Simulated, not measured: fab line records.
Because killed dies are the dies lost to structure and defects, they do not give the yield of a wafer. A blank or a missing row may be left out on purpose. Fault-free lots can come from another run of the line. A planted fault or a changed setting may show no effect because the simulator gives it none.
What tool caused it? + flow n5-finfet + 8 lots with 24 wafers sampled at 7 steps, on a route of 1938 steps

## WHAT THE GAUGES READ, wafer by wafer
N5_BEOL_M1_CD_MEAS_28: target cd y 23.3 nm. Usual: cd-nm reads 23.99 nm (standard deviation 0.24).
| lot  | measured     | on        | cd-nm (nm)        | flag |
|------|--------------|-----------|-------------------|------|
| L389 | day 8 11:10  | cd-sem-03 | 23.63 24.11 24.10 |      |
| L391 | day 8 23:58  | cd-sem-03 | 23.86 24.04 23.90 |      |
| L392 | day 9 14:16  | cd-sem-02 | 23.86 24.00 24.07 |      |
| L393 | day 9 18:32  | cd-sem-01 | 24.84 24.20 24.37 |      |
| L398 | day 10 20:03 | cd-sem-02 | 23.94 23.88 23.71 |      |
| L400 | day 11 07:34 | cd-sem-02 | 24.08 24.32 24.19 |      |
| L403 | day 11 18:34 | cd-sem-03 | 23.86 24.24 23.82 |      |
| L402 | day 11 23:55 | cd-sem-01 | 24.32 24.14 24.14 |      |

N5_BEOL_M1_OVL_MEAS_29. Usual: V0_OVL gives 0.1 nm (standard deviation 0.59).
| lot  | measured     | on         | V0_OVL (nm)    | flag |
|------|--------------|------------|----------------|------|
| L389 | day 8 11:11  | overlay-02 | 0.0 1.2 0.1    |      |
| L391 | day 8 23:59  | overlay-02 | -1.1 -0.9 -0.2 |      |
| L392 | day 9 14:17  | overlay-02 | 0.7 0.5 0.1    |      |
| L393 | day 9 18:34  | overlay-01 | 0.8 0.4 0.4    |      |
| L398 | day 10 20:05 | overlay-02 | -0.4 0.6 -0.1  |      |
| L400 | day 11 07:36 | overlay-02 | 0.2 0.3 0.1    |      |
| L403 | day 11 18:36 | overlay-02 | -0.3 -0.1 0.3  |      |
| L402 | day 11 23:57 | overlay-02 | -0.4 1.1 0.6   |      |

N5_BEOL_M1_INSPECT_30: inspects for defects (brightfield). Usual: raw-defect-count reads 414 (standard deviation 110).
| lot  | measured     | on                | raw-defect-count | flag |
|------|--------------|-------------------|------------------|------|
| L389 | day 8 11:14  | defect-inspect-01 | 615 626 991      |      |
| L391 | day 9 00:03  | defect-inspect-01 | 378 461 437      |      |
| L392 | day 9 14:21  | defect-inspect-01 | 346 317 406      |      |
| L393 | day 9 18:37  | defect-inspect-01 | 257 432 324      |      |
| L398 | day 10 20:08 | defect-inspect-01 | 366 372 352      |      |
| L400 | day 11 07:39 | defect-inspect-01 | 469 503 338      |      |
| L403 | day 11 18:40 | defect-inspect-02 | 357 374 390      |      |
| L402 | day 12 00:01 | defect-inspect-01 | 403 376 358      |      |

N5_BEOL_M4_RC_MEAS_101. Usual: DIBL_N 35.8 mV/V, standard deviation 1.6; DIBL_P 36.0 mV/V, standard deviation 1.9; IOFF_N 0.151 nA/um, standard deviation 0.029; IOFF_P 0.21 nA/um, standard deviation 0.037; ION_N 673 uA/um, standard deviation 12; ION_P 463 uA/um, standard deviation 7.3; SS_N 71.5 mV/dec, standard deviation 0.58; SS_P 73.2 mV/dec, standard deviation 0.61; VT_N 251 mV, standard deviation 3.3; VT_P -250 mV, standard deviation 3.3.
| lot  | measured     | on        | DIBL_N (mV/V)  | DIBL_P (mV/V)  | IOFF_N (nA/um)    | IOFF_P (nA/um) | ION_N (uA/um) | ION_P (uA/um) | SS_N (mV/dec)  | SS_P (mV/dec)  | VT_N (mV)   | VT_P (mV)      | flag |
|------|--------------|-----------|----------------|----------------|-------------------|----------------|---------------|---------------|----------------|----------------|-------------|----------------|------|
| L389 | day 9 21:20  | prober-02 | 34.8 34.7 35.2 | 35.5 36.2 35.7 | 0.154 0.152 0.161 | 0.22 0.24 0.23 | 681 685 672   | 478 478 460   | 71.6 71.5 72.5 | 72.6 72.9 73.2 | 254 253 250 | -247 -244 -245 |      |
| L398 | day 12 16:59 | prober-01 | 35.1 32.9 35.9 | 34.6 32.8 35.6 | 0.135 0.105 0.148 | 0.18 0.17 0.20 | 672 659 676   | 460 455 463   | 70.4 70.3 70.7 | 73.1 71.8 73.5 | 252 257 249 | -250 -251 -252 |      |
| L400 | day 13 10:53 | prober-01 | 34.1 38.7 34.6 | 35.2 39.7 37.3 | 0.132 0.234 0.162 | 0.18 0.26 0.22 | 647 708 687   | 459 469 470   | 71.3 72.9 72.3 | 73.8 74.2 73.6 | 253 244 246 | -253 -247 -254 |      |
| L403 | day 14 02:34 | prober-01 | 34.7 35.3 34.8 | 35.1 36.0 35.4 | 0.136 0.142 0.128 | 0.19 0.21 0.20 | 671 664 660   | 457 459 456   | 70.9 71.9 71.4 | 72.2 73.1 72.6 | 252 252 254 | -252 -251 -253 |      |
| L402 | day 14 02:12 | prober-02 | 38.5 35.4 36.8 | 38.6 35.1 37.2 | 0.170 0.135 0.166 | 0.23 0.19 0.22 | 670 671 679   | 464 456 461   | 72.0 71.2 71.5 | 73.9 72.6 73.7 | 251 250 250 | -251 -253 -249 |      |

## EACH LOT AND THE TOOL THAT RAN IT (in order: tool; ch and the chambers of the sampled wafers; start)
| lot  | N5_BEOL_M1_ETCH_69                 | N5_BEOL_M1_ETCHBACK_99             | N5_BEOL_M1_VIA_ETCH_34             |
|------|------------------------------------|------------------------------------|------------------------------------|
| L389 | rie-diel-01 ch 2,3, day 8 11:20    | rie-diel-01 ch 0,1,2, day 8 13:05  | rie-diel-01 ch 0,1,2, day 8 13:13  |
| L391 | rie-diel-01 ch 0,1,3, day 9 00:28  | rie-diel-06 ch 0,3, day 9 00:43    | rie-diel-06 ch 0,3, day 9 00:52    |
| L392 | rie-diel-01 ch 0,2, day 9 14:26    | rie-diel-05 ch 1,2,3, day 9 17:01  | rie-diel-05 ch 1,2,3, day 9 17:08  |
| L393 | rie-diel-01 ch 1,2,3, day 9 18:42  | rie-diel-01 ch 1,3, day 10 05:06   | rie-diel-01 ch 1,3, day 10 05:14   |
| L398 | rie-diel-01 ch 0,2,3, day 10 20:14 | rie-diel-01 ch 1,2,3, day 10 20:28 | rie-diel-01 ch 1,2,3, day 10 20:36 |
| L400 | rie-diel-05 ch 0,2,3, day 11 07:54 | rie-diel-05 ch 0,1,2, day 11 13:37 | rie-diel-05 ch 0,1,2, day 11 13:45 |
| L403 | rie-diel-01 ch 0,1,3, day 11 18:44 | rie-diel-01 ch 0,2,3, day 11 22:16 | rie-diel-01 ch 0,2,3, day 11 22:24 |
| L402 | rie-diel-01 ch 0,3, day 12 00:05   | rie-diel-05 ch 1,2, day 12 01:29   | rie-diel-05 ch 1,2, day 12 01:37   |
- N5_BEOL_M1_ETCH_69: etches SiARC in CF4, target depth 15.6 nm, time 26 s.
- N5_BEOL_M1_ETCHBACK_99: etches SiO2 in CHF3, target depth 5 nm, time 10.4 s.
- N5_BEOL_M1_VIA_ETCH_34: etches the open film in C4F6/O2, target depth 67.8 nm, time 64.4 s.

## WHAT THE TOOLS THEMSELVES READ (means of the sampled wafers that have a number; where no wafer has one, the mark that the record gives instead)
N5_BEOL_M1_ETCH_69. Usual: bias-w 36.02 W, standard deviation 0.11; cf4-flow-sccm 99.9 sccm, standard deviation 0.3; drypump-motor-current-A 5.9 A, standard deviation 0.35; etch-rf-on-time-s 26.2 s, standard deviation 0.53; oes-product-au 0.64 a.u., standard deviation 0.057; rf-vpp-V 184.2 V, standard deviation 1.4; showerhead-plenum-p-Torr 2.16 Torr, standard deviation 0.079; throttle-valve-pct 15.62 %, standard deviation 0.2.
| lot  | tool        | bias-w (W) | cf4-flow-sccm (sccm) | drypump-motor-current-A (A) | etch-rf-on-time-s (s) | oes-product-au (a.u.) | rf-vpp-V (V) | showerhead-plenum-p-Torr (Torr) | throttle-valve-pct (%) | flag |
|------|-------------|------------|----------------------|-----------------------------|-----------------------|-----------------------|--------------|---------------------------------|------------------------|------|
| L389 | rie-diel-01 | 35.94      | 99.9                 | 6.2                         | 26.4                  | 0.62                  | 183.9        | 2.10                            | 15.52                  |      |
| L391 | rie-diel-01 | -          | -                    | -                           | -                     | -                     | -            | -                               | -                      | OFF  |
| L392 | rie-diel-01 | -          | -                    | -                           | -                     | -                     | -            | -                               | -                      | OFF  |
| L393 | rie-diel-01 | -          | -                    | -                           | -                     | -                     | -            | -                               | -                      | OFF  |
| L398 | rie-diel-01 | 36.11      | 99.8                 | 5.9                         | 26.5                  | 0.63                  | 185.3        | 2.17                            | 15.62                  |      |
| L400 | rie-diel-05 | 35.95      | 100.1                | 5.6                         | 26.2                  | 0.68                  | 183.7        | 2.15                            | 15.69                  |      |
| L403 | rie-diel-01 | 35.95      | 99.8                 | 5.8                         | 25.7                  | 0.65                  | 184.9        | 2.22                            | 15.54                  |      |
| L402 | rie-diel-01 | 36.04      | 99.8                 | 5.6                         | 26.3                  | 0.63                  | 185.1        | 2.22                            | 15.65                  |      |

N5_BEOL_M1_ETCHBACK_99. Usual: CHF3_flow_sccm 12.01 sccm, standard deviation 0.035; drypump-motor-current-A 5.9 A, standard deviation 0.41; oes-product-au 0.75 a.u., standard deviation 0.059; rf-vpp-V 241 V, standard deviation 4.1; showerhead-plenum-p-Torr 2.16 Torr, standard deviation 0.085; throttle-valve-pct 17.08 %, standard deviation 0.22.
| lot  | tool        | CHF3_flow_sccm (sccm) | drypump-motor-current-A (A) | oes-product-au (a.u.) | rf-vpp-V (V) | showerhead-plenum-p-Torr (Torr) | throttle-valve-pct (%) | flag |
|------|-------------|-----------------------|-----------------------------|-----------------------|--------------|---------------------------------|------------------------|------|
| L389 | rie-diel-01 | 12.00                 | 6.1                         | 0.78                  | 241          | 2.20                            | 16.94                  |      |
| L391 | rie-diel-06 | 12.03                 | 5.8                         | 0.29                  | 238          | 2.13                            | 17.24                  | OFF  |
| L392 | rie-diel-05 | 12.02                 | 5.8                         | 0.26                  | 242          | 2.16                            | 17.13                  | OFF  |
| L393 | rie-diel-01 | 12.00                 | 5.9                         | 0.28                  | 241          | 2.23                            | 16.91                  | OFF  |
| L398 | rie-diel-01 | 12.00                 | 6.1                         | 0.74                  | 241          | 2.17                            | 16.94                  |      |
| L400 | rie-diel-05 | 11.98                 | 5.7                         | 0.80                  | 243          | 2.10                            | 17.01                  |      |
| L403 | rie-diel-01 | 12.00                 | 5.9                         | 0.73                  | 237          | 2.18                            | 17.08                  |      |
| L402 | rie-diel-05 | 12.01                 | 5.9                         | 0.78                  | 241          | 2.09                            | 16.90                  |      |

N5_BEOL_M1_VIA_ETCH_34. Usual: C4F6_flow_sccm 9.997 sccm, standard deviation 0.027; O2_flow_sccm 10.00 sccm, standard deviation 0.031; drypump-motor-current-A 5.9 A, standard deviation 0.4; oes-product-au 0.75 a.u., standard deviation 0.058; rf-vpp-V 666 V, standard deviation 11; showerhead-plenum-p-Torr 2.86 Torr, standard deviation 0.11; throttle-valve-pct 30.8 %, standard deviation 0.3.
| lot  | tool        | C4F6_flow_sccm (sccm) | O2_flow_sccm (sccm) | drypump-motor-current-A (A) | oes-product-au (a.u.) | rf-vpp-V (V) | showerhead-plenum-p-Torr (Torr) | throttle-valve-pct (%) | flag |
|------|-------------|-----------------------|---------------------|-----------------------------|-----------------------|--------------|---------------------------------|------------------------|------|
| L389 | rie-diel-01 | 9.983                 | 10.01               | 6.1                         | 0.78                  | 665          | 2.89                            | 30.6                   |      |
| L391 | rie-diel-06 | 9.992                 | 10.00               | 5.9                         | 0.29                  | 660          | 2.82                            | 30.9                   | OFF  |
| L392 | rie-diel-05 | 10.018                | 10.01               | 5.8                         | 0.26                  | 669          | 2.86                            | 30.6                   | OFF  |
| L393 | rie-diel-01 | 10.007                | 9.99                | 5.9                         | 0.28                  | 669          | 2.94                            | 30.4                   | OFF  |
| L398 | rie-diel-01 | 9.987                 | 10.01               | 6.1                         | 0.73                  | 666          | 2.87                            | 30.5                   |      |
| L400 | rie-diel-05 | 10.012                | 10.00               | 5.8                         | 0.79                  | 674          | 2.77                            | 30.6                   |      |
| L403 | rie-diel-01 | 9.986                 | 10.00               | 5.8                         | 0.74                  | 657          | 2.88                            | 30.7                   |      |
| L402 | rie-diel-05 | 10.005                | 9.97                | 5.9                         | 0.78                  | 665          | 2.76                            | 30.4                   |      |

## THE ANSWER, worked out from the rows above alone
Rule: lot off if the mean of its wafers having a number is beyond 3 standard deviations from the usual mean. Also off: a lot with no number at a reading for which 4 or more lots have one. Any other lot the step has rows for is counted as sound. The gauges are gone through in route order, then the tools' own readings, and for those a lot's mean is taken as printed above. The first step at which some lot is off is used, and at that step the reading that is off furthest; a lot without a number counts as furthest.
Off, at N5_BEOL_M1_ETCH_69 on bias-w: L391, L392, L393. Without a number there: L391, L392, L393.
If a tool, at that step or one of the process steps before it, ran each lot that is off and ran no sound lot following the first of them, it fits. Of those tried, none fits.

## WHAT THE SIMULATOR PUT IN
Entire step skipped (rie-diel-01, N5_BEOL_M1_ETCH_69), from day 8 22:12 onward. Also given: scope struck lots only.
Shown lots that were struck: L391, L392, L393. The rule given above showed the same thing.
